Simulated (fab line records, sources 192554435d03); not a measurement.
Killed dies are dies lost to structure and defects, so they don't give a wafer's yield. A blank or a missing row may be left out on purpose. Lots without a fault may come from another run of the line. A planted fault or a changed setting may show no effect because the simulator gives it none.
Chamber matching | flow n5_finfet | N5_BEOL_M13_ETCH_59 on rie_diel-01: 4 sister chambers
The step etches BARC in N2/H2, target depth 89 nm, overetch 26.7 nm, time 67.9 s. 4 wafers are shown with their chamber, then 8 later ones without.

WAFERS WITH THEIR CHAMBER
wafer  | chamber | drypump_motor_current_A (A)
L091.1 | 1       | 5.49
L091.4 | 2       | 5.73
L091.5 | 0       | 5.43
L094.1 | 3       | 5.17

WAFERS WITHOUT THEIR CHAMBER
wafer  | drypump_motor_current_A (A)
L094.2 | 5.47
L094.6 | 5.43
L097.1 | 5.16
L097.2 | 5.48
L097.3 | 5.81
L095.3 | 5.80
L095.5 | 5.15
L095.6 | 5.76

WHICH CHAMBER EACH WENT THROUGH
wafer  | from the rows above     | in truth
L094.2 | can't be placed: 1 or 0 | 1
L094.6 | can't be placed: 0 or 1 | 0
L097.1 | 3                       | 3
L097.2 | can't be placed: 1 or 0 | 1
L097.3 | 2                       | 2
L095.3 | 2                       | 2
L095.5 | 3                       | 3
L095.6 | 2                       | 2
Placed correctly: 5 of 8. Can't be placed from these rows: 3 (the true chamber is among the candidates in 3). Placed wrongly: 0.
How it was worked out, from the rows above alone: a wafer's distance from a chamber is the root of the sum, over the readings, of the square of ((its reading less the chamber's mean) divided by the reading's scatter). The wafer belongs to the nearest chamber; if the next one is less than 2 further off, it can't be placed. A chamber's mean is the mean of its shown wafers. The scatter: with one shown wafer a chamber, the root of the mean of the squares of how far each hidden wafer lies from its nearest shown one.
